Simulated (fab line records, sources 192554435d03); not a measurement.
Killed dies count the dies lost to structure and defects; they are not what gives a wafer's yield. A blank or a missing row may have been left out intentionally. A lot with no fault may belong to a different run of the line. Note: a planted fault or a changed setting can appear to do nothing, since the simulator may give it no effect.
Which of the tools did it? -- flow n5-finfet -- 11 lots, 31 wafers sampled, at 5 steps of a route of 1938

## WHAT EACH GAUGE READ, for each wafer
N5_BEOL_M3_CD_MEAS_35: target cd 18 nm, target cd y 21 nm. Usual: cd-nm 17.9 nm, standard deviation 0.33.
lot,measured,on,cd-nm (nm),flag
L826,day 7 04:46,cd-sem-01,17.9 18.4 18.1,
L827,day 7 17:01,cd-sem-02,18.1 17.8 17.7,
L828,day 8 11:01,cd-sem-02,17.3 18.2 17.7,
L835,day 9 20:19,cd-sem-03,18.0 17.7 17.7,
L837,day 10 01:03,cd-sem-03,17.6 18.1,
L836,day 10 01:39,cd-sem-02,17.6 17.5 18.2,
L838,day 10 20:19,cd-sem-02,18.0 17.9 18.2,
L840,day 11 13:07,cd-sem-02,18.4 18.6 18.3,
L843,day 11 15:33,cd-sem-01,17.9 18.1 17.9,
L848,day 12 21:22,cd-sem-03,17.8 18.2,
L849,day 13 14:43,cd-sem-03,18.4 17.7 17.7,

N5_BEOL_M4_RC_MEAS_101. Usual: DIBL_N 35.7 mV/V, standard deviation 1.5; DIBL_P 35.7 mV/V, standard deviation 2; IOFF_N 0.155 nA/um, standard deviation 0.026; IOFF_P 0.20 nA/um, standard deviation 0.031; ION_N 675 uA/um, standard deviation 11; ION_P 462 uA/um, standard deviation 7.1; SS_N 71.3 mV/dec, standard deviation 0.57; SS_P 73.1 mV/dec, standard deviation 0.56; VT_N 250 mV, standard deviation 3; VT_P -251 mV, standard deviation 3.
lot,measured,on,DIBL_N (mV/V),DIBL_P (mV/V),IOFF_N (nA/um),IOFF_P (nA/um),ION_N (uA/um),ION_P (uA/um),SS_N (mV/dec),SS_P (mV/dec),VT_N (mV),VT_P (mV),flag
L826,day 8 07:52,prober-02,36.7 37.2 35.3,36.3 36.8 34.4,0.153 0.171 0.142,0.21 0.23 0.18,667 673 666,459 459 461,71.6 71.7 71.2,72.7 73.6 72.6,251 250 252,-252 -249 -251,
L827,day 8 17:17,prober-01,37.9 37.5 35.9,38.4 37.2 36.3,0.208 0.182 0.166,0.24 0.23 0.22,696 671 688,472 461 474,72.1 71.8 70.9,73.4 73.3 73.4,245 247 247,-247 -248 -249,
L828,day 9 02:08,prober-02,34.0 36.0 33.7,33.8 37.2 33.5,0.141 0.186 0.142,0.19 0.26 0.19,683 685 678,462 468 465,71.2 71.9 70.4,72.1 73.3 72.3,250 245 249,-250 -246 -250,
L835,day 10 08:38,prober-01,34.8 36.7 36.9,33.6 35.2 35.2,0.122 0.161 0.152,0.17 0.18 0.19,652 677 675,450 459 450,71.1 71.2 71.0,73.1 73.7 72.9,255 248 253,-256 -256 -256,
L837,day 10 18:20,prober-02,34.3 36.0,32.8 35.0,0.128 0.170,0.16 0.20,664 689,452 464,70.4 71.7,73.3 73.6,251 246,-253 -251,
L836,day 10 16:27,prober-01,34.5 37.3 37.2,35.2 38.2 37.7,0.134 0.171 0.164,0.16 0.20 0.20,678 684 682,463 462 461,71.0 72.0 71.2,72.7 74.3 74.1,251 247 250,-255 -254 -252,
L838,day 11 12:53,prober-01,35.4 34.8 34.9,35.9 35.0 34.9,0.176 0.153 0.155,0.23 0.21 0.21,693 682 678,478 471 470,71.7 70.9 70.7,73.7 73.1 73.3,246 249 248,-247 -248 -250,
L840,day 12 03:38,prober-02,34.9 35.6 35.3,35.7 35.3 36.2,0.146 0.153 0.148,0.18 0.18 0.20,680 667 676,461 459 465,70.7 70.9 70.3,72.8 73.2 73.6,249 250 250,-250 -250 -252,
L843,day 12 03:52,prober-01,35.5 37.5 35.3,35.8 39.5 35.7,0.158 0.209 0.144,0.20 0.26 0.20,681 700 661,464 476 460,70.7 71.8 71.2,73.1 73.2 72.8,246 242 249,-251 -247 -250,
L848,day 14 00:10,prober-01,36.4 37.0,38.0 39.4,0.163 0.172,0.20 0.22,666 676,459 464,71.1 71.1,73.1 73.1,246 249,-252 -251,
L849,day 14 08:04,prober-02,36.7 37.4 35.5,38.3 38.4 37.9,0.173 0.189 0.159,0.21 0.22 0.21,680 674 683,466 461 462,72.6 71.5 72.3,73.2 73.3 72.8,247 246 249,-251 -251 -250,

## WHICH TOOL RAN EACH LOT (tool, then ch and the chambers of the sampled wafers, then the start)
lot,N5_BEOL_M3_SPUTTER_81,N5_BEOL_M3_ANNEAL_87,N5_BEOL_M3_SPUTTER_90
L826,"pvd-sputter-02, day 7 06:02","pvd-sputter-02, day 7 06:20","pvd-sputter-02, day 7 06:42"
L827,"pvd-sputter-01, day 7 18:26","pvd-sputter-01, day 7 18:44","pvd-sputter-01, day 7 19:05"
L828,"pvd-sputter-01, day 8 12:05","pvd-sputter-01, day 8 12:23","pvd-sputter-01, day 8 12:44"
L835,"pvd-sputter-01, day 9 22:10","pvd-sputter-01, day 9 22:28","pvd-sputter-01, day 9 22:50"
L837,"pvd-sputter-01, day 10 02:39","pvd-sputter-01, day 10 02:59","pvd-sputter-01, day 10 03:19"
L836,"pvd-sputter-03, day 10 02:59","pvd-sputter-03, day 10 03:17","pvd-sputter-03, day 10 03:38"
L838,"pvd-sputter-02, day 10 22:56","pvd-sputter-02, day 10 23:14","pvd-sputter-02, day 10 23:36"
L840,"pvd-sputter-02, day 11 14:25","pvd-sputter-02, day 11 14:43","pvd-sputter-02, day 11 15:04"
L843,"pvd-sputter-01, day 11 16:56","pvd-sputter-01, day 11 17:14","pvd-sputter-01, day 11 17:36"
L848,"pvd-sputter-02, day 13 02:19","pvd-sputter-02, day 13 02:38","pvd-sputter-02, day 13 02:58"
L849,"pvd-sputter-02, day 13 17:40","pvd-sputter-02, day 13 18:01","pvd-sputter-02, day 13 18:25"
- N5_BEOL_M3_SPUTTER_81: material Cu, target thk 4.5 nm, time 8.29 s.
- N5_BEOL_M3_ANNEAL_87: time 240 s.
- N5_BEOL_M3_SPUTTER_90: material Cu, target thk 4.5 nm, time 8.29 s.

## WHAT THE TOOLS THEMSELVES READ (means of the sampled wafers that have a number; where no wafer has one, the mark that the record gives instead)
N5_BEOL_M3_SPUTTER_81. Usual: chamber-pressure-pa 0.07 Pa, standard deviation 0.00013; chuck-gas-flow-sccm 1.27 sccm, standard deviation 0.054; substrate-temp-c -19.99 C, standard deviation 0.1; throttle-valve-pct 30.4 %, standard deviation 1.2.
lot,tool,chamber-pressure-pa (Pa),chuck-gas-flow-sccm (sccm),substrate-temp-c (C),throttle-valve-pct (%),flag
L826,pvd-sputter-02,0.07,1.24,-19.88,29.4,
L827,pvd-sputter-01,0.07,1.28,-20.00,29.7,
L828,pvd-sputter-01,0.07,1.29,-20.02,31.2,
L835,pvd-sputter-01,0.07,1.28,-19.92,29.7,
L837,pvd-sputter-01,0.07,1.28,-19.96,29.5,
L836,pvd-sputter-03,0.07,1.22,-19.82,30.1,
L838,pvd-sputter-02,0.07,1.29,-19.96,30.0,
L840,pvd-sputter-02,0.07,1.26,-20.00,29.7,
L843,pvd-sputter-01,0.07,1.26,-19.97,30.3,
L848,pvd-sputter-02,0.07,1.27,-20.02,30.6,
L849,pvd-sputter-02,0.07,1.28,-19.90,30.1,

N5_BEOL_M3_ANNEAL_87. Usual: heater-power-w 826 W, standard deviation 110.
lot,tool,heater-power-w (W),flag
L826,pvd-sputter-02,866,
L827,pvd-sputter-01,781,
L828,pvd-sputter-01,857,
L835,pvd-sputter-01,793,
L837,pvd-sputter-01,779,
L836,pvd-sputter-03,945,
L838,pvd-sputter-02,765,
L840,pvd-sputter-02,743,
L843,pvd-sputter-01,789,
L848,pvd-sputter-02,764,
L849,pvd-sputter-02,874,

N5_BEOL_M3_SPUTTER_90. Usual: chamber-pressure-pa 0.06999 Pa, standard deviation 0.00014; chuck-gas-flow-sccm 1.26 sccm, standard deviation 0.052; substrate-temp-c -20.00 C, standard deviation 0.1; throttle-valve-pct 30.4 %, standard deviation 1.3.
lot,tool,chamber-pressure-pa (Pa),chuck-gas-flow-sccm (sccm),substrate-temp-c (C),throttle-valve-pct (%),flag
L826,pvd-sputter-02,0.07003,1.26,-19.93,29.5,
L827,pvd-sputter-01,0.06985,1.30,-19.99,29.6,
L828,pvd-sputter-01,0.07000,1.28,-19.97,31.3,
L835,pvd-sputter-01,0.06992,1.24,-20.09,29.6,
L837,pvd-sputter-01,0.07004,1.29,-20.05,29.4,
L836,pvd-sputter-03,0.06988,1.21,-20.03,30.0,
L838,pvd-sputter-02,0.06994,1.24,-19.94,30.0,
L840,pvd-sputter-02,-,-,-,-,OFF
L843,pvd-sputter-01,-,-,-,-,OFF
L848,pvd-sputter-02,0.07007,1.28,-20.03,30.4,
L849,pvd-sputter-02,0.07004,1.24,-20.02,30.2,

## THE ANSWER, worked out from the rows above alone
Rule: lot off if the mean of its wafers having a number is beyond 3 standard deviations from the usual mean. A lot without any number at a reading at which 4 lots or more have one is off too. All remaining lots with rows at the step are treated as sound. First the gauges in route order, then the tools' own readings, where a lot's mean is used as printed above. At the first step where some lot is off, the reading lying furthest off is the one used; lots without a number count as furthest.
Off: L840, L843, at N5_BEOL_M3_SPUTTER_90 (chamber-pressure-pa). Without a number there: L840, L843.
If a tool, at that step or one of the process steps before it, ran each lot that is off and ran no sound lot following the first of them, it fits. Of those tried, none fits.

## WHAT THE SIMULATOR HAD PUT IN
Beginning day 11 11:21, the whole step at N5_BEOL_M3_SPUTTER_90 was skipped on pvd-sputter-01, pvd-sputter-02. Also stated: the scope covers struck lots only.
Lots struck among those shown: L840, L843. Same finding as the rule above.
